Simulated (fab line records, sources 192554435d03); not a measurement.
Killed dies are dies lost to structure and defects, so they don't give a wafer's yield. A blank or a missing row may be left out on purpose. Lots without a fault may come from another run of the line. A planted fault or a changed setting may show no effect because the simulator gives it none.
Which tool did it? | flow n5_finfet | 11 lots, 33 wafers sampled, at 6 steps of a route of 1938

WHAT THE GAUGES READ, wafer by wafer
The record holds no reading of a measuring or inspecting step that can be judged against a usual standard deviation.

WHICH TOOL RAN EACH LOT (tool, then ch and the chambers of the sampled wafers, then the start)
lot  | N5_BEOL_M12_SPUTTER_43       | N5_BEOL_M12_ANNEAL_48            | N5_BEOL_M12_DEP_53              | N5_BEOL_M13_COAT_04               | N5_BEOL_M13_STRIP_63                 | N5_PASSIVATION_PROBE_49
L136 | pvd_sputter-02, day 11 09:10 | rtp_anneal-01 ch 0, day 11 10:02 | pecvd-03 ch 0,2, day 11 10:43   | litho_track-03 ch 0, day 11 11:01 | plasma_asher-02 ch 0,1, day 11 12:03 | -
L137 | pvd_sputter-02, day 11 17:55 | rtp_anneal-01 ch 0, day 11 18:23 | pecvd-04 ch 0,2, day 11 19:00   | litho_track-03 ch 0, day 11 19:19 | plasma_asher-01 ch 0,1, day 11 19:59 | prober-02, day 13 00:28
L138 | pvd_sputter-02, day 12 02:36 | rtp_anneal-01 ch 0, day 12 03:09 | pecvd-01 ch 0,1,2, day 12 03:43 | litho_track-02 ch 0, day 12 04:01 | plasma_asher-01 ch 0,1, day 12 04:50 | prober-02, day 13 20:44
L141 | pvd_sputter-03, day 12 21:11 | rtp_anneal-02 ch 0, day 12 21:36 | pecvd-01 ch 1,2, day 12 22:16   | litho_track-03 ch 0, day 12 22:35 | plasma_asher-01 ch 1, day 12 23:26   | prober-01, day 14 04:38
L142 | pvd_sputter-02, day 13 10:01 | rtp_anneal-01 ch 0, day 13 10:26 | pecvd-03 ch 1,2, day 13 11:06   | litho_track-02 ch 0, day 13 11:28 | plasma_asher-02 ch 0,1, day 13 12:10 | prober-01, day 14 16:37
L149 | pvd_sputter-01, day 15 00:10 | rtp_anneal-01 ch 0, day 15 00:35 | pecvd-04 ch 0,1, day 15 01:14   | litho_track-02 ch 0, day 15 01:36 | plasma_asher-02 ch 0,1, day 15 02:25 | prober-01, day 16 11:56
L148 | pvd_sputter-03, day 15 17:58 | rtp_anneal-02 ch 0, day 15 18:23 | pecvd-03 ch 0,1, day 15 19:02   | litho_track-02 ch 0, day 15 19:21 | plasma_asher-02 ch 0,1, day 15 20:01 | -
L152 | pvd_sputter-03, day 16 02:08 | rtp_anneal-01 ch 0, day 16 02:34 | pecvd-03 ch 0,1,2, day 16 03:13 | litho_track-02 ch 0, day 16 03:31 | plasma_asher-01 ch 0,1, day 16 04:20 | prober-01, day 17 11:51
L155 | pvd_sputter-02, day 16 02:53 | rtp_anneal-01 ch 0, day 16 03:21 | pecvd-03 ch 0,2, day 16 03:58   | litho_track-05 ch 0, day 16 04:16 | plasma_asher-01 ch 0,1, day 16 05:10 | prober-01, day 17 13:19
L154 | pvd_sputter-01, day 16 11:08 | rtp_anneal-02 ch 0, day 16 11:50 | pecvd-03 ch 0,1, day 16 12:26   | litho_track-03 ch 0, day 16 12:46 | plasma_asher-01 ch 0,1, day 16 13:34 | prober-02, day 17 20:46
L157 | pvd_sputter-03, day 17 23:05 | rtp_anneal-02 ch 0, day 17 23:46 | pecvd-03 ch 0,2, day 18 00:26   | litho_track-05 ch 0, day 18 00:50 | plasma_asher-02 ch 0,1, day 18 01:31 | -
- N5_BEOL_M12_SPUTTER_43: material TaN, target thk 15 nm, time 24.19 s.
- N5_BEOL_M12_ANNEAL_48: time 90 s.
- N5_BEOL_M12_DEP_53: deposits SiCN from 3MS/NH3, target thk 30 nm, time 10.5 s.
- N5_BEOL_M13_COAT_04: resist thk 400 nm.
- N5_BEOL_M13_STRIP_63: strips in N2/H2.
- N5_PASSIVATION_PROBE_49

WHAT THE TOOLS THEMSELVES READ (means of the sampled wafers that have a number; where no wafer has one, the mark that the record gives instead)
N5_BEOL_M12_SPUTTER_43. Usual: chamber_pressure_pa 0.12001 Pa, standard deviation 0.00027; throttle_valve_pct 29.9 %, standard deviation 1.
lot  | tool           | chamber_pressure_pa (Pa) | throttle_valve_pct (%) | flag
L136 | pvd_sputter-02 | 0.11992                  | 28.9                   |
L137 | pvd_sputter-02 | 0.12028                  | 29.3                   |
L138 | pvd_sputter-02 | 0.11995                  | 29.4                   |
L141 | pvd_sputter-03 | 0.12014                  | 29.5                   |
L142 | pvd_sputter-02 | 0.12001                  | 29.3                   |
L149 | pvd_sputter-01 | 0.11980                  | 31.2                   |
L148 | pvd_sputter-03 | 0.12026                  | 29.5                   |
L152 | pvd_sputter-03 | 0.12005                  | 29.7                   |
L155 | pvd_sputter-02 | 0.12023                  | 29.1                   |
L154 | pvd_sputter-01 | 0.11994                  | 31.1                   |
L157 | pvd_sputter-03 | 0.11996                  | 29.6                   |

N5_BEOL_M12_ANNEAL_48. Usual: wafer_temp_C_max 226.2, standard deviation 0.71.
lot  | tool          | wafer_temp_C_max | flag
L136 | rtp_anneal-01 | 226.5            |
L137 | rtp_anneal-01 | 226.7            |
L138 | rtp_anneal-01 | 227.1            |
L141 | rtp_anneal-02 | 225.8            |
L142 | rtp_anneal-01 | 226.6            |
L149 | rtp_anneal-01 | 227.0            |
L148 | rtp_anneal-02 | 225.6            |
L152 | rtp_anneal-01 | 226.8            |
L155 | rtp_anneal-01 | 226.7            |
L154 | rtp_anneal-02 | 225.4            |
L157 | rtp_anneal-02 | 225.5            |

N5_BEOL_M12_DEP_53. Usual: showerhead_plenum_p_Torr 4.163 Torr, standard deviation 0.022; throttle_valve_pct 18.1 %, standard deviation 1.9.
lot  | tool     | showerhead_plenum_p_Torr (Torr) | throttle_valve_pct (%) | flag
L136 | pecvd-03 | 4.168                           | 17.4                   |
L137 | pecvd-04 | 4.134                           | 20.7                   |
L138 | pecvd-01 | 4.168                           | 17.2                   |
L141 | pecvd-01 | 4.155                           | 16.6                   |
L142 | pecvd-03 | 4.174                           | 18.4                   |
L149 | pecvd-04 | 4.156                           | 21.1                   |
L148 | pecvd-03 | 4.189                           | 18.2                   |
L152 | pecvd-03 | 4.181                           | 18.2                   |
L155 | pecvd-03 | 4.164                           | 17.6                   |
L154 | pecvd-03 | 4.194                           | 18.7                   |
L157 | pecvd-03 | 4.162                           | 17.9                   |

N5_BEOL_M13_COAT_04. Usual: spin_speed_rpm 1625.0 rpm, standard deviation 0.95.
lot  | tool           | spin_speed_rpm (rpm) | flag
L136 | litho_track-03 | 1624.3               |
L137 | litho_track-03 | 1624.8               |
L138 | litho_track-02 | 1625.3               |
L141 | litho_track-03 | 1625.2               |
L142 | litho_track-02 | 1624.9               |
L149 | litho_track-02 | 1739.3               | OFF
L148 | litho_track-02 | 1738.1               | OFF
L152 | litho_track-02 | 1738.5               | OFF
L155 | litho_track-05 | 1625.2               |
L154 | litho_track-03 | 1623.8               |
L157 | litho_track-05 | 1624.6               |

N5_BEOL_M13_STRIP_63. Usual: drypump_motor_current_A 5.7 A, standard deviation 0.55; heater_power_w 343 W, standard deviation 40; oes_product_au 0.675 a.u., standard deviation 0.0048; strip_time_to_endpoint_s 28.5 s, standard deviation 1.
lot  | tool            | drypump_motor_current_A (A) | heater_power_w (W) | oes_product_au (a.u.) | strip_time_to_endpoint_s (s) | flag
L136 | plasma_asher-02 | 6.1                         | 360                | 0.673                 | 27.4                         |
L137 | plasma_asher-01 | 5.3                         | 351                | 0.677                 | 28.1                         |
L138 | plasma_asher-01 | 5.3                         | 349                | 0.670                 | 28.6                         |
L141 | plasma_asher-01 | 5.0                         | 376                | 0.679                 | 29.1                         |
L142 | plasma_asher-02 | 6.3                         | 340                | 0.675                 | 29.2                         |
L149 | plasma_asher-02 | 6.1                         | 358                | 0.677                 | 25.0                         | OFF
L148 | plasma_asher-02 | 6.1                         | 359                | 0.667                 | 25.2                         | OFF
L152 | plasma_asher-01 | 5.6                         | 324                | 0.669                 | 25.0                         | OFF
L155 | plasma_asher-01 | 5.6                         | 324                | 0.674                 | 28.0                         |
L154 | plasma_asher-01 | 5.3                         | 354                | 0.677                 | 27.4                         |
L157 | plasma_asher-02 | 6.3                         | 342                | 0.678                 | 28.8                         |

N5_PASSIVATION_PROBE_49. Usual: defect_limited_yield 91.4 %, standard deviation 1.3; killed_at_M0_to_M3 34, standard deviation 10; killed_at_M4_up 14, standard deviation 5.6; killed_at_contacts 13, standard deviation 5.9; killed_at_front_end 37, standard deviation 9.9; killed_at_other 3.5, standard deviation 2.8; killed_dies 101, standard deviation 15; killed_open 67, standard deviation 12; killed_short 32, standard deviation 6.6; sort_bin_4_leakage 0.00 %, standard deviation 0.014; sort_bin_5_function 5.0 %, standard deviation 0.81; sort_bin_6_memory 3.2 %, standard deviation 0.66; sort_n_pass 1079, standard deviation 15; sort_yield_pct 91.4 %, standard deviation 1.3.
lot  | tool      | defect_limited_yield (%) | killed_at_M0_to_M3 | killed_at_M4_up | killed_at_contacts | killed_at_front_end | killed_at_other | killed_dies | killed_open | killed_short | sort_bin_4_leakage (%) | sort_bin_5_function (%) | sort_bin_6_memory (%) | sort_n_pass | sort_yield_pct (%) | flag
L137 | prober-02 | 92.5                     | 35                 | 16              | 7                  | 27                  | 3.0             | 88          | 58          | 28           | 0.00                   | 4.2                     | 3.0                   | 1092        | 92.5               |
L138 | prober-02 | 91.5                     | 36                 | 13              | 14                 | 36                  | 2.0             | 101         | 71          | 29           | 0.00                   | 5.4                     | 2.8                   | 1079        | 91.5               |
L141 | prober-01 | 90.0                     | 34                 | 16              | 14                 | 47                  | 5.3             | 117         | 76          | 39           | 0.00                   | 5.9                     | 3.4                   | 1063        | 90.0               |
L142 | prober-01 | 93.5                     | 20                 | 12              | 6                  | 35                  | 3.3             | 77          | 50          | 26           | 0.00                   | 3.6                     | 2.6                   | 1103        | 93.5               |
L149 | prober-01 | 90.4                     | 37                 | 18              | 13                 | 43                  | 1.7             | 113         | 78          | 35           | 0.06                   | 5.7                     | 3.5                   | 1066        | 90.4               | OFF
L152 | prober-01 | 92.3                     | 34                 | 10              | 9                  | 32                  | 5.7             | 91          | 54          | 35           | 0.00                   | 4.7                     | 2.8                   | 1089        | 92.3               |
L155 | prober-01 | 91.2                     | 45                 | 18              | 8                  | 30                  | 4.0             | 104         | 71          | 33           | 0.00                   | 5.2                     | 3.4                   | 1076        | 91.2               |
L154 | prober-02 | 91.2                     | 36                 | 10              | 9                  | 45                  | 4.0             | 104         | 72          | 29           | 0.00                   | 4.9                     | 3.5                   | 1076        | 91.2               |

THE ANSWER, worked out from the rows above alone
Rule: a lot is off if the mean of its wafers that have a number lies more than 3 standard deviations from the usual mean. A lot without any number at a reading at which 4 lots or more have one is off too. The other lots that the step has rows for count as sound. The gauges are gone through in route order, then the tools' own readings, and for those a lot's mean is taken as printed above. The first step at which some lot is off is used, and at that step the reading that is off furthest; a lot without a number counts as furthest.
Off: L149, L148, L152, at N5_BEOL_M13_COAT_04 (spin_speed_rpm).
A tool fits if, at that step or a process step before it, it ran every lot that is off, and no sound lot after the first of them. One fits: litho_track-02 at N5_BEOL_M13_COAT_04. Its last sound lot is L142 (day 13 11:28), its first lot that is off L149 (day 15 01:36): a fault that began between those two fits.
The tool's own readings at N5_BEOL_M13_COAT_04 bear it out: on the lots that are off they differ by more than 5 times the standard deviation of the sound lots' means. spin_speed_rpm reads 1738.6 rpm there against 1624.8 rpm on the sound lots.

WHAT THE SIMULATOR HAD PUT IN
Process parameter drift: litho_track-02, from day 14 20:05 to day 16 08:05, at N5_BEOL_M13_COAT_04. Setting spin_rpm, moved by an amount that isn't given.
Lots struck among those shown: L149, L148, L152. The rule above found the same.
